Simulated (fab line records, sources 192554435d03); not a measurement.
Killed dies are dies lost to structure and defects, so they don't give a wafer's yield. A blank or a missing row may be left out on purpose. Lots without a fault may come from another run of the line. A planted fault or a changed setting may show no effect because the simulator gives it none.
Chamber matching | flow n5_finfet | N5_HKMG_FIN_ALD_71 on ald_metal-04: 4 sister chambers
The step deposits TiN, target thk 1 nm, pulse time 1 s, purge time 3 s. 22 wafers are shown with their chamber, then 11 later ones without.

WAFERS WITH THEIR CHAMBER
wafer  | chamber | heater_power_w (W) | precursor_pulse_height_rel
L077.1 | 1       | 958                | 1.025
L077.2 | 3       | 847                | 1.003
L077.3 | 2       | 989                | 0.971
L077.4 | 0       | 921                | 0.987
L077.5 | 1       | 952                | 1.010
L077.6 | 0       | 924                | 1.044
L078.1 | 0       | 922                | 1.003
L078.2 | 1       | 955                | 0.994
L078.3 | 3       | 862                | 0.964
L078.4 | 2       | 957                | 0.996
L078.5 | 2       | 957                | 0.994
L078.6 | 3       | 833                | 1.014
L081.2 | 0       | 941                | 0.993
L081.5 | 1       | 951                | 0.994
L081.6 | 0       | 923                | 1.011
L083.4 | 1       | 958                | 1.024
L083.5 | 3       | 832                | 1.022
L083.6 | 0       | 921                | 1.019
L086.1 | 2       | 993                | 1.002
L086.4 | 3       | 823                | 1.026
L086.6 | 3       | 855                | 1.022
L088.1 | 2       | 970                | 0.994

SIGNATURES (means of the wafers above)
reading                    | chamber 0 | chamber 1 | chamber 2 | chamber 3 | scatter within a chamber
heater_power_w             | 925.33    | 954.80    | 973.20    | 842.00    | 12.1
precursor_pulse_height_rel | 1.00950   | 1.00940   | 0.99140   | 1.00850   | 0.0187
Rule: a wafer's distance from a chamber is the root of the sum, over the readings, of the square of ((its reading less the chamber's mean) divided by the reading's scatter). The wafer belongs to the nearest chamber; if the next one is less than 2 further off, it can't be placed. The scatter: the root of (the sum of the squares of (reading less its chamber's mean) over the shown wafers, divided by (wafers less chambers)).

WAFERS WITHOUT THEIR CHAMBER
wafer  | heater_power_w (W) | precursor_pulse_height_rel
L088.3 | 945                | 1.021
L088.4 | 820                | 1.016
L093.1 | 845                | 0.988
L093.4 | 962                | 0.980
L093.6 | 933                | 1.019
L095.2 | 957                | 1.009
L095.4 | 843                | 0.987
L095.5 | 938                | 0.985
L096.3 | 862                | 0.997
L096.4 | 916                | 1.000
L096.6 | 987                | 1.015

WHICH CHAMBER EACH WENT THROUGH
wafer  | from the rows above          | in truth
L088.3 | can't be placed: 1 or 0 or 2 | 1
L088.4 | 3                            | 3
L093.1 | 3                            | 3
L093.4 | can't be placed: 2 or 1      | 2
L093.6 | can't be placed: 0 or 1      | 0
L095.2 | can't be placed: 1 or 2      | 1
L095.4 | 3                            | 3
L095.5 | can't be placed: 0 or 1 or 2 | 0
L096.3 | 3                            | 3
L096.4 | 0                            | 0
L096.6 | can't be placed: 2 or 1      | 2
Placed correctly: 5 of 11. Can't be placed from these rows: 6 (the true chamber is among the candidates in 6). Placed wrongly: 0.
